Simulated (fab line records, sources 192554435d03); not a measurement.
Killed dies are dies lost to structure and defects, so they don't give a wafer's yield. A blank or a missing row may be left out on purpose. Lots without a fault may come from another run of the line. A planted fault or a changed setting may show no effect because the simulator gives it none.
Split-lot experiment | flow n5_finfet | 7 lots, 39 wafers read, on a route of 1938 steps

THE SPLIT
At N5_BEOL_M0_CUTY_DESCUM_61 (chemistry O2, time 7.9 s), the setting time_s was moved away from the recipe's 7.9 s on 18 of the 39 wafers read, by -39.7% to +47.2%. The other wafers ran this setting at the recipe's value.

The reading is taken at the split's own step.

THE READING
CAR-ArF-block_of_BEOL_M0_CUTY_COAT_51.thk_nm (the simulator's own value, which no gauge read), in nm, at N5_BEOL_M0_CUTY_DESCUM_61 (chemistry O2, time 7.9 s). The file gives no usual value for it. The 21 wafers here that ran the recipe average 143.6 nm, standard deviation 0.34 nm.

wafer  | tool, chamber at the split | time_s as run, s | against the recipe | CAR-ArF-block_of_BEOL_M0_CUTY_COAT_51.thk_nm, nm | against lot-mates on the recipe
L076.1 | rie_diel-05, 3,0           | 11.63            | +47.2%             | 141.4                                            | -2.0
L076.3 | rie_diel-05, 3,0           | 11.63            | +47.2%             | 141.4                                            | -2.0
L076.2 | rie_diel-05, 2             | 7.9              | recipe             | 144                                              | -
L076.4 | rie_diel-05, 1             | 7.9              | recipe             | 143                                              | -
L076.5 | rie_diel-05, 2             | 11.63            | +47.2%             | 141.2                                            | -2.2
L076.6 | rie_diel-05, 1             | 7.9              | recipe             | 143.2                                            | -
L079.1 | rie_diel-01, 0             | 4.763            | -39.7%             | 145.6                                            | +2.1
L079.2 | rie_diel-01, 3             | 4.763            | -39.7%             | 145.2                                            | +1.7
L079.3 | rie_diel-01, 2,1           | 7.9              | recipe             | 143.6                                            | -
L079.4 | rie_diel-01, 2,1           | 7.9              | recipe             | 143.6                                            | -
L079.5 | rie_diel-01, 0             | 4.763            | -39.7%             | 145.8                                            | +2.3
L079.6 | rie_diel-01, 3             | 7.9              | recipe             | 143.4                                            | -
L083.1 | rie_diel-05, 3,0           | 10.41            | +31.8%             | 142                                              | -1.2
L083.4 | rie_diel-05, 3,0           | 10.41            | +31.8%             | 142                                              | -1.2
L083.2 | rie_diel-05, 1             | 7.9              | recipe             | 143.2                                            | -
L083.3 | rie_diel-05, 2             | 7.9              | recipe             | 143.4                                            | -
L083.5 | rie_diel-05, 0             | 10.41            | +31.8%             | 142.2                                            | -1.0
L083.6 | rie_diel-05, 3             | 7.9              | recipe             | 143                                              | -
L084.1 | rie_diel-01, 2             | 7.9              | recipe             | 143.2                                            | -
L084.2 | rie_diel-01, 1             | 5.821            | -26.3%             | 145                                              | +1.4
L084.3 | rie_diel-01, 0             | 7.9              | recipe             | 144                                              | -
L084.4 | rie_diel-01, 3             | 5.821            | -26.3%             | 144.6                                            | +1.0
L084.5 | rie_diel-01, 3             | 5.821            | -26.3%             | 144.8                                            | +1.2
L084.6 | rie_diel-01, 2             | 7.9              | recipe             | 143.6                                            | -
L085.1 | rie_diel-03, 3,1           | 7.9              | recipe             | 143.4                                            | -
L085.3 | rie_diel-03, 3,1           | 7.9              | recipe             | 143.4                                            | -
L085.2 | rie_diel-03, 0             | 7.9              | recipe             | 143.6                                            | -
L085.4 | rie_diel-03, 2,1           | 5.9              | -25.3%             | 144.8                                            | +1.3
L085.6 | rie_diel-03, 2,1           | 5.9              | -25.3%             | 144.8                                            | +1.3
L085.5 | rie_diel-03, 0             | 5.9              | -25.3%             | 144.6                                            | +1.1
L094.1 | rie_diel-05, 0             | 7.9              | recipe             | 144                                              | -
L094.3 | rie_diel-05, 2             | 7.9              | recipe             | 143.4                                            | -
L094.5 | rie_diel-05, 0             | 7.9              | recipe             | 143.6                                            | -
L095.1 | rie_diel-03, 0             | 7.9              | recipe             | 144                                              | -
L095.2 | rie_diel-03, 1,3           | 5.819            | -26.3%             | 145.2                                            | +1.2
L095.4 | rie_diel-03, 1,3           | 5.819            | -26.3%             | 145.2                                            | +1.2
L095.3 | rie_diel-03, 2             | 7.9              | recipe             | 143.8                                            | -
L095.5 | rie_diel-03, 2             | 7.9              | recipe             | 144.2                                            | -
L095.6 | rie_diel-03, 1             | 5.819            | -26.3%             | 144.8                                            | +0.8
Where a row lists several chambers, the file gives one row for several wafers and doesn't say which wafer went through which chamber.

THE FIT
A straight line over all 39 wafers: CAR-ArF-block_of_BEOL_M0_CUTY_COAT_51.thk_nm changes by -0.0486 nm for each +1% of time_s; r = -0.97; the points scatter about the line by 0.29 nm.
The same after taking each lot's own level away (the mean of its wafers on the recipe; 39 wafers): -0.0443 nm for each +1%; r = -0.97; scatter 0.24 nm.
On that fit, the largest move of time_s shifts the reading by 2.1 nm.
The lots' own levels span 143.20 to 144.00 nm, that is 2.4 times the standard deviation above.
So the lot-to-lot level changes the slope little: the two slopes agree.
Check: with one of the wafers moved furthest among these (+47.2%) left out of the fit, the line predicts -2.05 nm for it against its lot-mates. It came out at -2 nm against them.

OTHER SPLITS ON THESE WAFERS
These wafers also went through other splits before the reading. Each is held against what the fit with the lots' levels taken away leaves over:
other split on the same wafers                  | wafers away from the commonest value | r with CAR-ArF-block_of_BEOL_M0_CUTY_COAT_51.thk_nm (lot level and that fit taken away)
N5_ZERO_LAYER_PECVD_02 time_s                   | 18                                   | -0.15
N5_SD_EPI_N_DESCUM_14 time_s                    | 9                                    | +0.03
N5_HKMG_FIN_HK_ALD_01 ald_cycles                | 15                                   | -0.03
N5_MOL_CONTACT_COAG_ETCHBACK_135 target_depth_a | 18                                   | +0.16

THE FILE'S OWN FIT
CAR-ArF-block_of_BEOL_M0_CUTY_COAT_51.thk_nm changes by -0.0445 nm for each +1% of time_s, r = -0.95.
